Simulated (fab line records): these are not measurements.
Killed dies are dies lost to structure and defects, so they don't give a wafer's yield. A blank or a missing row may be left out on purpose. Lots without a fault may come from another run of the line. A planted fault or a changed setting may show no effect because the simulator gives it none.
A struck lot beside a sound one | flow nand harc | 14 steps out of a route of 1302
Sound: wafers L701.1, L701.3, L701.5. Wafers struck: L690.2, L690.5, L690.6. At the end, the cause is stated.
Order at every step that has rows: each side's tool, ch and its chambers, its first start. Under that, the readings that differ: sound wafers | struck wafers | difference of the means | sigmas: that difference in standard deviations of wafers without a fault.
alike: readings whose means differ by less than 2 such deviations, and words and numbers that are the same on both sides. not compared: withheld readings, readings that some wafer has no value for, bounds like >300 that may hide the same value, and numbers for which the record gives no deviation and whose values overlap.
Wherever a step has rows on one side only, a row that says differs or no value, or a row with sigmas, the two part there. Numbers that have no deviation but don't overlap get no sigmas and don't part them. A reading that every wafer of one side lacks parts them only if that side has two wafers or more.

NHARC_P_BONDPAD_DEP_00: deposits SiCN, target thk 250 nm.
  sound on pecvd-02 ch 1,2, day 13 22:59; struck on pecvd-02 ch 1,2, day 9 20:52
  alike: chamber pressure Torr, heater power w
  not compared: since wet clean h
NHARC_P_BONDPAD_CMP_32: polishes SiCN, target thk 200 nm.
  sound on cmp-04 ch 0,3, day 13 23:25; struck on cmp-04 ch 0,1, day 9 21:19
  alike: edge zone pressure frac, motor current A
NHARC_P_BONDPAD_THK_MEAS_33: measures by ellipsometry.
  sound on film metro-01 at day 13 23:39; struck on film metro-01 at day 9 21:32
  alike: thk nm
then, 9 steps without rows for these wafers: NHARC_P_BONDPAD_SRD_34; NHARC_P_BONDPAD_DEHYDRATE_01 (time 120 s); NHARC_P_BONDPAD_HMDS_02 (time 30 s); NHARC_P_BONDPAD_COAT_36 (time 65 s); NHARC_P_BONDPAD_COAT_03 (resist thk 600 nm); NHARC_P_BONDPAD_SOFTBAKE_04 (time 70 s); NHARC_P_BONDPAD_EBR_05; NHARC_P_BONDPAD_EXPOSE_06 (exposes mask P BPAD); NHARC_P_BONDPAD_PEB_07 (peb time 80 s).
NHARC_P_BONDPAD_DEVELOP_08: time 50 s.
  struck on litho track-07, day 9 22:00; sound on litho track-07 ch 0, day 14 00:00
  no value came back on the struck wafers for chill plate temp C (C), developer temp C (C); on the sound wafers chill plate temp C (C) reads 22.93 23.02 22.94
NHARC_P_BONDPAD_CD_MEAS_09: the cd target is 500 nm.
  sound on cd sem-03 ch 0, day 14 00:05; struck on cd sem-02 ch 0, day 9 22:06
  alike: cd nm

WHERE THEY PART
Within this record, at NHARC_P_BONDPAD_DEVELOP_08 only. Later steps at which nothing parts them and some readings are alike: NHARC_P_BONDPAD_CD_MEAS_09.

WHY: the cause the simulator had injected
Step skipped in full: litho track-07, at NHARC_P_BONDPAD_DEVELOP_08, from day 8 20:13 onward. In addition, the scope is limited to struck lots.
